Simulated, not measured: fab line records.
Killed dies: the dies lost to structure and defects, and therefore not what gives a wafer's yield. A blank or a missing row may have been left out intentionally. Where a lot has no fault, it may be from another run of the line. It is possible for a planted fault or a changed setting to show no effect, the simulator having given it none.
fab line records	flow nand_harc
record lots=24	wafers=72	last_day=33
route steps=1302 shown A_CONTACT@1027 A_BLC@1118
lots untouched by any fault: they come from a run of this same line in which no faults occurred
start_h: hours from the record's opening day to when the first of the lot's shown wafers began	wait_h: hours from the lot's prior step to this one	" repeats the value in the row above	L1.1+2: several wafers, shown together as one row	- no value, or no start given	* or withheld: withheld	< > ~ a bound
route shown NAME@n: a module of which the file shows steps, and the number in the route of the first	usual: mean/standard deviation taken from wafers without a fault	same: alike in all rows	chamber/n: place in a boat	sites: the reading at each site	_std_site: the values' standard deviation	_edge_site: the outer-site mean with the inner-site mean subtracted	radius_mm: how far each site lies from the wafer's centre	mask NAME#n: copy n	behind: the last tool/chamber to shape the wafer	hold: cause of the lot's hold/its duration in hours/its outcome	device: the transistor (n, p or np) that didn't switch	end of line: at the end of the route, the tests of the same wafers	step lacking rows: just its recipe	killed: dies lost to structure and defects at the first sort, not the wafer's yield	map: shows each die of a wafer: x if killed, . if not, _ if none is there
set.NAME: the setting the step ran with; set.NAME@STEP: the setting that earlier step ran with	model.NAME: the simulator's own value behind a step, which no gauge read
one table for each step of the route and one row for each wafer, over a sample of lots
services: the hour from which a tool's chamber was out of use, counted from the record's first day as start_h (under 0 if before that day), plus the number of hours and why
## steps
# step NHARC_A_CONTACT_DEP_57
# recipe target_thk_a=53000	temp_c=400	material=aC
# usual throttle_valve_pct=35.000/0.0093
lot.wafer	tool	chamber	start_h	wait_h	throttle_valve_pct
L074.1	acl_dep-03	0	504.50	-	35.004
L074.2	"	0	"	"	35.005
L074.5	"	0	506.63	-	34.989
L075.1	acl_dep-02	0	516.32	-	35.005
L075.3	"	0	517.40	-	35.000
L075.6	"	0	519.02	-	34.987
L076.2	acl_dep-03	0	519.37	-	35.009
L076.4	"	0	520.43	-	35.004
L076.5	"	0	"	"	35.011
L077.1	acl_dep-03	0	522.03	-	35.010
L077.3	"	0	523.11	-	35.013
L077.5	"	0	524.18	-	34.997
L078.1	acl_dep-02	0	532.67	-	35.016
L078.2	"	0	"	"	34.982
L078.5	"	0	534.83	-	35.016
L080.1	acl_dep-01	0	549.18	-	35.013
L080.3	"	0	550.25	-	35.022
L080.5	"	0	551.33	-	34.993
L079.1	acl_dep-03	0	549.43	-	34.990
L079.2	"	0	"	"	34.998
L079.5	"	0	551.55	-	35.003
L081.3	acl_dep-03	0	569.18	-	34.994
L081.4	"	0	"	"	35.000
L081.6	"	0	570.80	-	34.993
L082.2	acl_dep-02	0	593.81	-	35.006
L082.4	"	0	594.89	-	35.004
L082.6	"	0	595.97	-	35.005
L085.1	acl_dep-01	0	613.08	-	35.003
L085.2	"	0	"	"	35.005
L085.6	"	0	615.76	-	35.017
L083.1	acl_dep-03	0	613.63	-	35.000
L083.2	"	0	"	"	34.994
L083.3	"	0	"	"	34.978
L086.1	acl_dep-03	0	616.91	-	35.010
L086.2	"	0	"	"	34.986
L086.5	"	0	619.08	-	34.991
L084.2	acl_dep-03	0	624.48	-	35.008
L084.3	"	0	"	"	35.006
L084.6	"	0	626.66	-	34.987
L087.1	acl_dep-02	0	624.69	-	34.984
L087.4	"	0	626.30	-	34.998
L087.6	"	0	627.38	-	35.004
L088.2	acl_dep-02	0	647.86	-	34.990
L088.3	"	0	"	"	34.989
L088.5	"	0	649.45	-	35.003
L091.1	acl_dep-03	0	660.34	-	35.005
L091.5	"	0	662.47	-	34.997
L091.6	"	0	"	"	34.998
L090.2	acl_dep-01	0	670.50	-	35.003
L090.3	"	0	"	"	34.993
L090.5	"	0	672.10	-	34.998
L089.2	acl_dep-02	0	673.02	-	35.001
L089.3	"	0	"	"	34.998
L089.5	"	0	674.63	-	34.993
L092.1	acl_dep-02	0	675.70	-	34.993
L092.5	"	0	677.84	-	34.993
L092.6	"	0	"	"	34.983
L093.1	acl_dep-03	0	690.13	-	34.992
L093.2	"	0	"	"	34.991
L093.3	"	0	"	"	35.002
L094.2	acl_dep-03	0	695.07	-	34.994
L094.4	"	0	696.13	-	35.006
L094.5	"	0	"	"	34.993
L096.1	acl_dep-02	0	715.25	-	34.992
L096.3	"	0	716.34	-	34.999
L096.6	"	0	717.96	-	35.000
L095.3	acl_dep-01	0	715.98	-	34.992
L095.4	"	0	"	"	35.001
L095.6	"	0	717.60	-	35.002
L097.1	acl_dep-02	0	727.51	-	34.988
L097.2	"	0	"	"	34.991
L097.6	"	0	730.22	-	35.002
# step NHARC_A_CONTACT_INSPECT_71
# usual raw_defect_count=82/29
lot.wafer	tool	chamber	start_h	wait_h	raw_defect_count
L074.1	defect_inspect-02	-	508.43	0.0	149
L074.2	"	-	"	"	151
L074.5	"	-	"	"	123
L075.1	defect_inspect-02	-	520.30	0.0	107
L075.3	"	-	"	"	125
L075.6	"	-	"	"	133
L076.2	defect_inspect-01	-	522.90	0.0	95
L076.4	"	-	"	"	108
L076.5	"	-	"	"	111
L077.1	defect_inspect-01	-	526.13	0.0	98
L077.3	"	-	"	"	110
L077.5	"	-	"	"	104
L078.1	defect_inspect-01	-	536.78	0.0	58
L078.2	"	-	"	"	59
L078.5	"	-	"	"	84
L080.1	defect_inspect-02	-	553.14	0.0	115
L080.3	"	-	"	"	110
L080.5	"	-	"	"	123
L079.1	defect_inspect-01	-	553.48	0.0	88
L079.2	"	-	"	"	83
L079.5	"	-	"	"	68
L081.3	defect_inspect-02	-	572.21	0.0	96
L081.4	"	-	"	"	46
L081.6	"	-	"	"	56
L082.2	defect_inspect-01	-	597.38	0.0	84
L082.4	"	-	"	"	79
L082.6	"	-	"	"	77
L085.1	defect_inspect-02	-	617.04	0.0	119
L085.2	"	-	"	"	127
L085.6	"	-	"	"	116
L083.1	defect_inspect-02	-	617.81	0.0	85
L083.2	"	-	"	"	90
L083.3	"	-	"	"	90
L086.1	defect_inspect-01	-	621.02	0.0	21
L086.2	"	-	"	"	43
L086.5	"	-	"	"	34
L084.2	defect_inspect-02	-	627.95	0.0	117
L084.3	"	-	"	"	112
L084.6	"	-	"	"	105
L087.1	defect_inspect-01	-	628.65	0.0	61
L087.4	"	-	"	"	58
L087.6	"	-	"	"	74
L088.2	defect_inspect-01	-	651.37	0.0	53
L088.3	"	-	"	"	48
L088.5	"	-	"	"	52
L091.1	defect_inspect-01	-	664.40	0.0	58
L091.5	"	-	"	"	68
L091.6	"	-	"	"	50
L090.2	defect_inspect-01	-	673.92	0.0	117
L090.3	"	-	"	"	102
L090.5	"	-	"	"	108
L089.2	defect_inspect-01	-	676.45	0.0	61
L089.3	"	-	"	"	69
L089.5	"	-	"	"	56
L092.1	defect_inspect-01	-	679.65	0.0	73
L092.5	"	-	"	"	62
L092.6	"	-	"	"	57
L093.1	defect_inspect-02	-	694.29	0.0	90
L093.2	"	-	"	"	82
L093.3	"	-	"	"	82
L094.2	defect_inspect-02	-	698.60	0.0	85
L094.4	"	-	"	"	73
L094.5	"	-	"	"	87
L095.3	defect_inspect-02	-	719.00	0.0	61
L095.4	"	-	"	"	63
L095.6	"	-	"	"	62
L096.1	defect_inspect-01	-	719.55	0.0	95
L096.3	"	-	"	"	91
L096.6	"	-	"	"	100
L097.1	defect_inspect-01	-	731.62	0.0	19
L097.2	"	-	"	"	32
L097.6	"	-	"	"	25
# step NHARC_A_CONTACT_ETCH_125
# recipe source_w=withheld	pressure_mtorr=20	bias_v=3000	time_s=197	target_depth_a=19180	ar_flow_sccm=withheld	c4f8_flow_sccm=withheld	o2_flow_sccm=withheld	chemistry=C4F8/O2/Ar
lot.wafer	tool	chamber	start_h	wait_h	rf_hours_counter_h
L074.2	har_cap_etch-03	1	510.25	0.2	42
L074.1	"	0	"	"	42
L074.5	"	0	"	"	-
L075.1	har_cap_etch-01	1	522.13	0.2	1
L075.3	"	1	"	"	-
L075.6	"	1	"	"	-
L076.2	har_cap_etch-02	0	524.70	0.2	90
L076.4	"	0	"	"	-
L076.5	"	1	"	"	-
L077.1	har_cap_etch-01	1	527.97	0.2	3
L077.3	"	1	"	"	-
L077.5	"	1	"	"	-
L078.1	har_cap_etch-02	1	538.58	0.2	93
L078.2	"	0	"	"	93
L078.5	"	0	"	"	-
L080.1	har_cap_etch-02	0	555.00	0.2	96
L080.3	"	1	"	"	-
L080.5	"	0	"	"	-
L079.2	har_cap_etch-01	1	555.28	0.2	9
L079.1	"	0	"	"	9
L079.5	"	0	"	"	-
L081.4	har_cap_etch-03	1	574.14	0.2	-
L081.3	"	0	"	"	-
L081.6	"	0	"	"	-
L082.2	har_cap_etch-03	1	599.18	0.2	58
L082.4	"	0	"	"	-
L082.6	"	0	"	"	-
L085.1	har_cap_etch-02	0	618.83	0.2	104
L085.2	"	1	"	"	104
L085.6	"	1	"	"	-
L083.2	har_cap_etch-01	0	619.61	0.2	19
L083.1	"	1	"	"	19
L083.3	"	0	"	"	-
L086.2	har_cap_etch-03	0	624.77	0.2	64
L086.1	"	1	"	"	64
L086.5	"	0	"	"	-
L087.1	har_cap_etch-02	1	630.49	0.2	106
L087.4	"	1	"	"	-
L087.6	"	1	"	"	-
L084.2	har_cap_etch-01	0	631.05	0.2	20
L084.3	"	0	"	"	-
L084.6	"	0	"	"	-
L088.2	har_cap_etch-03	0	653.43	0.2	69
L088.3	"	0	"	"	-
L088.5	"	0	"	"	-
L091.1	har_cap_etch-01	1	666.21	0.2	27
L091.5	"	0	"	"	-
L091.6	"	1	"	"	-
L090.2	har_cap_etch-02	0	675.72	0.2	115
L090.3	"	1	"	"	-
L090.5	"	0	"	"	-
L089.2	har_cap_etch-03	0	678.28	0.2	75
L089.3	"	1	"	"	-
L089.5	"	1	"	"	-
L092.1	har_cap_etch-02	1	681.49	0.2	116
L092.5	"	0	"	"	-
L092.6	"	1	"	"	-
L093.1	har_cap_etch-01	0	696.09	0.2	33
L093.2	"	1	"	"	33
L093.3	"	0	"	"	-
L094.2	har_cap_etch-02	0	700.44	0.2	121
L094.4	"	0	"	"	-
L094.5	"	0	"	"	-
L095.4	har_cap_etch-01	0	720.95	0.2	-
L095.3	"	1	"	"	-
L095.6	"	0	"	"	-
L096.1	har_cap_etch-02	1	721.36	0.2	125
L096.3	"	0	"	"	-
L096.6	"	1	"	"	-
L097.2	har_cap_etch-03	1	733.43	0.2	86
L097.1	"	0	"	"	86
L097.6	"	1	"	"	-
# step NHARC_A_CONTACT_ETCH_131
# recipe source_w=withheld	pressure_mtorr=20	bias_v=3000	time_s=197	target_depth_a=19180	ar_flow_sccm=withheld	c4f8_flow_sccm=withheld	o2_flow_sccm=withheld	chemistry=C4F8/O2/Ar
lot.wafer	tool	chamber	start_h	wait_h	rf_hours_counter_h
L074.2	har_cap_etch-03	1	511.30	0.1	43
L074.1	"	0	"	"	43
L074.5	"	0	"	"	-
L075.1	har_cap_etch-01	1	523.20	0.1	2
L075.3	"	1	"	"	-
L075.6	"	1	"	"	-
L076.2	har_cap_etch-02	0	525.77	0.1	91
L076.4	"	0	"	"	-
L076.5	"	1	"	"	-
L077.1	har_cap_etch-01	1	529.03	0.1	4
L077.3	"	1	"	"	-
L077.5	"	1	"	"	-
L078.1	har_cap_etch-02	1	539.64	0.1	94
L078.2	"	0	"	"	94
L078.5	"	0	"	"	-
L080.1	har_cap_etch-02	0	556.06	0.1	97
L080.3	"	1	"	"	-
L080.5	"	0	"	"	-
L079.2	har_cap_etch-01	1	556.34	0.1	10
L079.1	"	0	"	"	10
L079.5	"	0	"	"	-
L081.4	har_cap_etch-03	1	575.20	0.1	-
L081.3	"	0	"	"	-
L081.6	"	0	"	"	-
L082.2	har_cap_etch-03	1	600.24	0.1	59
L082.4	"	0	"	"	-
L082.6	"	0	"	"	-
L085.1	har_cap_etch-02	0	619.89	0.1	105
L085.2	"	1	"	"	105
L085.6	"	1	"	"	-
L083.2	har_cap_etch-01	0	620.67	0.1	20
L083.1	"	1	"	"	20
L083.3	"	0	"	"	-
L086.2	har_cap_etch-03	0	625.83	0.1	65
L086.1	"	1	"	"	65
L086.5	"	0	"	"	-
L087.1	har_cap_etch-02	1	631.55	0.1	107
L087.4	"	1	"	"	-
L087.6	"	1	"	"	-
L084.2	har_cap_etch-01	0	632.11	0.1	21
L084.3	"	0	"	"	-
L084.6	"	0	"	"	-
L088.2	har_cap_etch-03	0	654.49	0.1	70
L088.3	"	0	"	"	-
L088.5	"	0	"	"	-
L091.1	har_cap_etch-01	1	667.28	0.1	28
L091.5	"	0	"	"	-
L091.6	"	1	"	"	-
L090.2	har_cap_etch-02	0	676.78	0.1	116
L090.3	"	1	"	"	-
L090.5	"	0	"	"	-
L089.2	har_cap_etch-03	0	679.34	0.1	76
L089.3	"	1	"	"	-
L089.5	"	1	"	"	-
L092.1	har_cap_etch-02	1	682.55	0.1	117
L092.5	"	0	"	"	-
L092.6	"	1	"	"	-
L093.1	har_cap_etch-01	0	697.16	0.1	34
L093.2	"	1	"	"	34
L093.3	"	0	"	"	-
L094.2	har_cap_etch-02	0	701.49	0.1	122
L094.4	"	0	"	"	-
L094.5	"	0	"	"	-
L095.4	har_cap_etch-01	0	722.36	0.2	-
L095.3	"	1	"	"	-
L095.6	"	0	"	"	-
L096.1	har_cap_etch-02	1	722.65	0.2	126
L096.3	"	0	"	"	-
L096.6	"	1	"	"	-
L097.2	har_cap_etch-03	1	734.49	0.1	87
L097.1	"	0	"	"	87
L097.6	"	1	"	"	-
# step NHARC_A_CONTACT_ETCH_89
# recipe target_depth_a=2600	over_etch_frac=0.3	time_s=475.3	ion_energy_ev=200	n2_flow_sccm=150	h2_flow_sccm=150	ar_flow_sccm=0	rf_w=400	bias_w=150	chemistry=N2/H2
# usual drypump_motor_current_A=5.7/0.43	oes_product_au=0.998/0.0097	rf_fwd_power_W=399.2/1.1	rf_vpp_V=430/3.1	showerhead_plenum_p_Torr=2.02/0.1	throttle_valve_pct=14.172/0.009
lot.wafer	tool	chamber	start_h	wait_h	drypump_motor_current_A	oes_product_au	rf_fwd_power_W	rf_hours_counter_h	rf_vpp_V	showerhead_plenum_p_Torr	throttle_valve_pct
L074.2	rie_diel-02	2	-	-	5.1	0.993	398.8	18	429	2.03	14.167
L074.1	"	3	"	"	6.1	0.997	399.1	19	428	1.98	14.166
L074.5	"	2	"	"	5.1	0.993	399.5	-	429	2.03	14.176
L075.3	rie_diel-02	2	-	-	5.1	0.991	399.6	21	432	2.03	14.174
L075.1	"	3	"	"	6.1	0.989	402.9	23	427	1.97	14.157
L075.6	"	1	"	"	6.2	0.997	399.7	-	433	2.15	14.168
L076.2	rie_diel-03	0	-	-	5.5	0.994	398.6	25	433	2.14	14.175
L076.4	"	1	"	"	6.3	0.990	399.9	14	426	1.90	14.184
L076.5	"	3	"	"	5.6	0.998	398.0	-	430	2.02	14.166
L077.3	rie_diel-03	1	-	-	6.3	0.992	400.1	15	427	1.89	14.167
L077.1	"	2	"	"	5.7	0.997	399.3	22	435	2.21	14.172
L077.5	"	2	"	"	5.6	0.997	398.6	-	435	2.21	14.185
L078.1	rie_diel-02	3	-	-	6.1	1.001	399.0	25	429	1.97	14.184
L078.2	"	1	"	"	6.2	0.993	398.7	24	434	2.15	14.167
L078.5	"	0	"	"	5.8	1.015	398.5	-	427	1.91	14.168
L080.3	rie_diel-10	3	-	-	5.5	0.995	399.0	56	436	2.20	14.155
L080.1	"	0	"	"	5.2	1.025	399.8	51	429	1.97	14.160
L080.5	"	0	"	"	5.2	1.007	398.8	-	429	1.97	14.161
L079.1	rie_diel-03	0	-	-	5.5	0.997	401.3	37	434	2.14	14.174
L079.2	"	2	"	"	5.7	0.991	398.6	34	434	2.21	14.177
L079.5	"	0	"	"	5.5	0.999	400.6	-	434	2.14	14.167
L081.3	rie_diel-02	1	-	-	6.3	0.983	399.7	0	434	2.15	14.170
L081.4	"	0	"	"	5.8	0.990	401.1	0	427	1.91	14.168
L081.6	"	2	"	"	5.1	0.981	400.9	-	430	2.03	14.172
L082.2	rie_diel-03	1	-	-	6.3	0.986	397.2	40	425	1.89	14.170
L082.4	"	3	"	"	5.6	0.998	397.2	-	429	2.01	14.169
L082.6	"	1	"	"	6.3	0.984	401.1	-	426	1.89	14.176
L085.1	rie_diel-10	2	-	-	5.1	0.985	398.6	8	429	2.02	14.164
L085.2	"	3	"	"	5.5	1.002	399.3	8	436	2.19	14.157
L085.6	"	2	"	"	5.1	0.991	399.2	-	429	2.02	14.165
L083.2	rie_diel-02	0	-	-	5.8	0.981	398.1	10	426	1.91	14.188
L083.1	"	2	"	"	5.1	1.003	400.2	12	431	2.02	14.169
L083.3	"	3	"	"	6.1	0.990	399.3	10	429	1.97	14.175
L086.1	rie_diel-10	2	-	-	5.1	0.986	399.8	9	429	2.02	14.175
L086.2	"	0	"	"	5.2	1.007	399.1	2	426	1.96	14.169
L086.5	"	2	"	"	5.1	0.995	399.5	-	430	2.02	14.181
L087.1	rie_diel-02	2	-	-	5.1	0.986	399.6	13	430	2.02	14.170
L087.4	"	3	"	"	6.1	0.986	397.6	11	428	1.97	14.167
L087.6	"	1	"	"	6.2	1.004	398.4	-	435	2.14	14.157
L084.2	rie_diel-10	0	-	-	5.2	1.014	399.5	3	428	1.96	14.165
L084.3	"	1	"	"	6.0	1.000	399.6	10	427	1.89	14.179
L084.6	"	2	"	"	5.1	0.989	400.3	-	430	2.02	14.172
L088.2	rie_diel-02	1	-	-	6.2	0.988	400.0	13	433	2.14	14.163
L088.3	"	2	"	"	5.1	0.994	399.9	16	432	2.02	14.186
L088.5	"	2	"	"	5.1	0.996	399.9	-	431	2.02	14.172
L091.1	rie_diel-02	2	-	-	5.1	0.995	399.2	22	431	2.02	14.161
L091.5	"	1	"	"	6.2	0.998	401.1	-	432	2.14	14.175
L091.6	"	2	"	"	5.1	0.994	398.4	-	432	2.02	14.181
L090.3	rie_diel-03	0	-	-	5.5	1.008	400.6	10	432	2.13	14.172
L090.2	"	1	"	"	6.3	0.993	399.1	10	435	2.21	14.184
L090.5	"	0	"	"	5.5	1.006	397.5	-	434	2.13	14.163
L089.2	rie_diel-10	2	-	-	5.1	0.988	399.9	30	429	2.01	14.193
L089.3	"	3	"	"	5.5	1.012	399.0	23	435	2.18	14.159
L089.5	"	1	"	"	6.0	1.005	400.1	-	427	1.88	14.178
L092.1	rie_diel-10	3	-	-	5.5	1.018	400.7	24	435	2.18	14.179
L092.6	"	1	"	"	6.0	1.001	399.6	-	426	1.88	14.165
L092.5	"	2	"	"	5.1	0.982	399.8	-	428	2.01	14.172
L093.1	rie_diel-02	1	-	-	6.2	0.992	397.2	23	435	2.14	14.164
L093.3	"	3	"	"	6.1	0.987	398.8	23	427	1.96	14.171
L093.2	"	0	"	"	5.8	0.998	400.2	24	426	1.90	14.173
L094.2	rie_diel-10	3	-	-	5.5	0.998	398.3	31	433	2.18	14.173
L094.4	"	0	"	"	5.2	1.006	399.2	33	427	1.95	14.157
L094.5	"	3	"	"	5.5	1.004	398.0	-	435	2.18	14.183
L095.3	rie_diel-10	2	-	-	5.1	0.996	399.5	40	428	2.01	14.175
L095.4	"	0	"	"	5.2	0.999	400.3	39	429	1.95	14.173
L095.6	"	2	"	"	5.1	0.996	398.5	-	430	2.01	14.161
L096.3	rie_diel-02	3	-	-	6.1	0.981	398.1	26	427	1.96	14.153
L096.1	"	0	"	"	5.8	1.004	397.7	28	424	1.90	14.167
L096.6	"	2	"	"	5.1	0.987	400.3	-	430	2.02	14.164
L097.2	rie_diel-10	1	-	-	6.0	1.005	399.9	48	425	1.87	14.165
L097.1	"	3	"	"	5.5	1.016	400.6	42	433	2.18	14.180
L097.6	"	1	"	"	6.0	1.000	400.0	-	425	1.87	14.185
# step NHARC_A_BLC_OVL_MEAS_11
# usual overlay_x_nm=0.0/0.84	overlay_y_nm=-0.5/0.84
lot.wafer	tool	chamber	start_h	wait_h	overlay_x_nm	overlay_y_nm
L074.1	overlay-02	-	522.54	-	-0.4	0.7
L074.2	"	-	"	"	-0.5	0.0
L074.5	"	-	"	"	-0.7	0.3
L075.1	overlay-01	-	535.27	-	-0.2	-2.3
L075.3	"	-	"	"	0.3	-2.7
L075.6	"	-	"	"	0.3	-2.9
L076.2	overlay-02	-	536.98	-	-0.2	-1.5
L076.4	"	-	"	"	-0.3	-1.7
L076.5	"	-	"	"	-0.8	-1.0
L077.1	overlay-02	-	541.20	-	0.3	0.1
L077.3	"	-	"	"	1.0	-0.1
L077.5	"	-	"	"	1.0	0.6
L078.1	overlay-02	-	551.13	-	0.5	0.0
L078.2	"	-	"	"	1.2	-0.2
L078.5	"	-	"	"	1.1	0.2
L080.1	overlay-01	-	570.50	-	-1.4	-0.8
L080.3	"	-	"	"	-1.1	-0.9
L080.5	"	-	"	"	-0.9	-1.1
L079.1	overlay-02	-	570.82	-	1.8	0.1
L079.2	"	-	"	"	1.5	0.0
L079.5	"	-	"	"	1.8	0.1
L081.3	overlay-01	-	586.43	-	-0.8	-1.3
L081.4	"	-	"	"	-0.4	-0.7
L081.6	"	-	"	"	-1.0	-1.5
L082.2	overlay-01	-	613.57	-	-0.8	-0.9
L082.4	"	-	"	"	-0.5	-0.4
L082.6	"	-	"	"	-0.5	-1.1
L085.1	overlay-02	-	636.71	-	0.4	-1.3
L085.2	"	-	"	"	0.7	-1.8
L085.6	"	-	"	"	0.6	-0.7
L083.1	overlay-01	-	637.89	-	0.2	-1.4
L083.2	"	-	"	"	-0.1	-1.1
L083.3	"	-	"	"	-0.3	-0.6
L086.1	overlay-02	-	641.54	-	-0.2	-1.4
L086.2	"	-	"	"	-0.4	-1.1
L086.5	"	-	"	"	-0.2	-0.8
L087.1	overlay-02	-	643.40	-	0.2	-0.7
L087.4	"	-	"	"	0.1	-0.7
L087.6	"	-	"	"	-0.3	-1.7
L084.2	overlay-01	-	644.13	-	-0.1	0.1
L084.3	"	-	"	"	0.5	-0.1
L084.6	"	-	"	"	0.2	0.0
L088.2	overlay-02	-	665.64	-	0.7	-0.1
L088.3	"	-	"	"	0.4	0.2
L088.5	"	-	"	"	0.6	-0.6
L091.1	overlay-01	-	681.89	-	0.2	0.6
L091.5	"	-	"	"	0.2	0.1
L091.6	"	-	"	"	0.6	0.6
L090.2	overlay-02	-	690.35	-	0.1	-0.2
L090.3	"	-	"	"	0.1	0.0
L090.5	"	-	"	"	0.3	0.4
L089.2	overlay-01	-	695.17	-	1.0	-0.3
L089.3	"	-	"	"	0.2	-1.6
L089.5	"	-	"	"	0.1	-0.7
L092.1	overlay-02	-	696.66	-	0.1	0.4
L092.5	"	-	"	"	0.1	0.2
L092.6	"	-	"	"	0.8	-0.5
L093.1	overlay-01	-	710.36	-	-2.1	-0.1
L093.2	"	-	"	"	-2.2	-0.2
L093.3	"	-	"	"	-2.3	0.5
L094.2	overlay-01	-	713.21	-	-0.9	0.0
L094.4	"	-	"	"	-1.1	0.5
L094.5	"	-	"	"	-0.3	0.6
L095.3	overlay-02	-	734.62	-	0.0	0.1
L095.4	"	-	"	"	-0.2	0.3
L095.6	"	-	"	"	-0.1	-0.3
L096.1	overlay-02	-	735.86	-	-0.7	-1.7
L096.3	"	-	"	"	-1.0	-1.6
L096.6	"	-	"	"	-1.0	-1.6
L097.1	overlay-02	-	745.65	-	0.7	0.2
L097.2	"	-	"	"	1.4	0.1
L097.6	"	-	"	"	1.3	0.4
## services
tool	chamber	start_h	hours	kind
acl_dep-03	-	486.46	13.0	pm
har_cap_etch-01	-	497.62	17.0	pm
har_cap_etch-01	0	497.62	17.0	vent_cycle
har_cap_etch-01	1	497.62	17.0	vent_cycle
rie_diel-02	0	500.71	-	clean
rie_diel-02	1	500.71	-	clean
rie_diel-02	2	500.71	-	clean
rie_diel-02	3	500.71	-	clean
har_cap_etch-01	0	514.62	-	clean
har_cap_etch-01	1	514.62	-	clean
rie_diel-03	3	555.71	3.1	repair
acl_dep-01	-	557.98	13.0	pm
rie_diel-02	-	570.71	9.0	pm
rie_diel-03	2	586.42	7.1	repair
rie_diel-10	-	596.94	9.0	pm
rie_diel-03	2	603.27	6.9	repair
acl_dep-02	-	607.26	13.0	pm
rie_diel-02	1	619.88	12.7	repair
rie_diel-02	3	624.78	5.7	repair
rie_diel-03	-	635.33	9.0	pm
acl_dep-03	-	667.95	13.0	pm
rie_diel-02	-	705.77	0.6	repair
rie_diel-02	2	711.16	6.5	repair
acl_dep-01	-	738.98	13.0	pm
## key
fault none
